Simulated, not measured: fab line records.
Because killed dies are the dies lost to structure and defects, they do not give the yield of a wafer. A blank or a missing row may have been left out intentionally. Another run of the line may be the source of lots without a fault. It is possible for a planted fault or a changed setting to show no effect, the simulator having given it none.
Chamber matching :: flow n5 finfet :: N5_STI_FIN_REVEAL_STRIP_24 on rie diel-06 has 4 sister chambers
The step strips in N2/H2, time 90 s. 14 wafers are shown with their chamber, then 7 later ones without.

## WAFERS PAIRED WITH THEIR CHAMBERS
wafer: L075.2
chamber: 0
drypump motor current A (A): 5.3
showerhead plenum p Torr (Torr): 3.20
throttle valve pct (%): 12.55

wafer: L075.3
chamber: 1
drypump motor current A (A): 6.7
showerhead plenum p Torr (Torr): 3.29
throttle valve pct (%): 12.18

wafer: L075.4
chamber: 0
drypump motor current A (A): 5.3
showerhead plenum p Torr (Torr): 3.20
throttle valve pct (%): 12.54

wafer: L077.2
chamber: 3
drypump motor current A (A): 5.2
showerhead plenum p Torr (Torr): 3.55
throttle valve pct (%): 11.81

wafer: L077.4
chamber: 3
drypump motor current A (A): 5.2
showerhead plenum p Torr (Torr): 3.55
throttle valve pct (%): 11.81

wafer: L077.5
chamber: 0
drypump motor current A (A): 5.3
showerhead plenum p Torr (Torr): 3.20
throttle valve pct (%): 12.56

wafer: L080.1
chamber: 1
drypump motor current A (A): 6.7
showerhead plenum p Torr (Torr): 3.29
throttle valve pct (%): 12.23

wafer: L080.5
chamber: 3
drypump motor current A (A): 5.1
showerhead plenum p Torr (Torr): 3.55
throttle valve pct (%): 11.83

wafer: L080.6
chamber: 1
drypump motor current A (A): 6.6
showerhead plenum p Torr (Torr): 3.29
throttle valve pct (%): 12.22

wafer: L084.1
chamber: 3
drypump motor current A (A): 5.1
showerhead plenum p Torr (Torr): 3.54
throttle valve pct (%): 11.85

wafer: L084.2
chamber: 0
drypump motor current A (A): 5.3
showerhead plenum p Torr (Torr): 3.60
throttle valve pct (%): 11.93

wafer: L084.4
chamber: 2
drypump motor current A (A): 5.5
showerhead plenum p Torr (Torr): 3.59
throttle valve pct (%): 12.07

wafer: L090.3
chamber: 3
drypump motor current A (A): 5.2
showerhead plenum p Torr (Torr): 3.54
throttle valve pct (%): 11.85

wafer: L090.5
chamber: 0
drypump motor current A (A): 5.3
showerhead plenum p Torr (Torr): 3.60
throttle valve pct (%): 11.93

SIGNATURES (averages over the wafers above)
reading: drypump motor current A
chamber 0: 5.300
chamber 1: 6.667
chamber 2: 5.500
chamber 3: 5.160
scatter within a chamber: 0.0432

reading: showerhead plenum p Torr
chamber 0: 3.3600
chamber 1: 3.2900
chamber 2: 3.5900
chamber 3: 3.5460
scatter within a chamber: 0.139

reading: throttle valve pct
chamber 0: 12.3020
chamber 1: 12.2100
chamber 2: 12.0700
chamber 3: 11.8300
scatter within a chamber: 0.216
Rule: for each reading, subtract the chamber's mean from the wafer's reading, divide by that reading's scatter and square the result; add these up over the readings and take the root, which gives the wafer's distance from the chamber. The wafer belongs to the nearest chamber; if the next one is less than 2 further off, it can't be placed. The scatter: take each reading less its chamber's mean, square it, sum over the shown wafers, divide by the number of wafers less the number of chambers, and take the root.

## WAFERS WITHOUT THEIR CHAMBER
wafer: L090.6
drypump motor current A (A): 6.6
showerhead plenum p Torr (Torr): 3.28
throttle valve pct (%): 12.25

wafer: L094.1
drypump motor current A (A): 5.5
showerhead plenum p Torr (Torr): 3.58
throttle valve pct (%): 12.09

wafer: L094.2
drypump motor current A (A): 6.7
showerhead plenum p Torr (Torr): 3.28
throttle valve pct (%): 12.28

wafer: L094.6
drypump motor current A (A): 5.5
showerhead plenum p Torr (Torr): 3.58
throttle valve pct (%): 12.10

wafer: L097.1
drypump motor current A (A): 5.5
showerhead plenum p Torr (Torr): 3.58
throttle valve pct (%): 12.09

wafer: L097.3
drypump motor current A (A): 6.7
showerhead plenum p Torr (Torr): 3.27
throttle valve pct (%): 12.30

wafer: L097.5
drypump motor current A (A): 5.2
showerhead plenum p Torr (Torr): 3.53
throttle valve pct (%): 11.90

## EACH ONE'S CHAMBER
wafer: L090.6
from the rows above: 1
in truth: 1

wafer: L094.1
from the rows above: 2
in truth: 2

wafer: L094.2
from the rows above: 1
in truth: 1

wafer: L094.6
from the rows above: 2
in truth: 2

wafer: L097.1
from the rows above: 2
in truth: 2

wafer: L097.3
from the rows above: 1
in truth: 1

wafer: L097.5
from the rows above: 3
in truth: 3
Placed correctly: 7 of 7. Not placeable from these rows: 0. 0 placed wrongly.
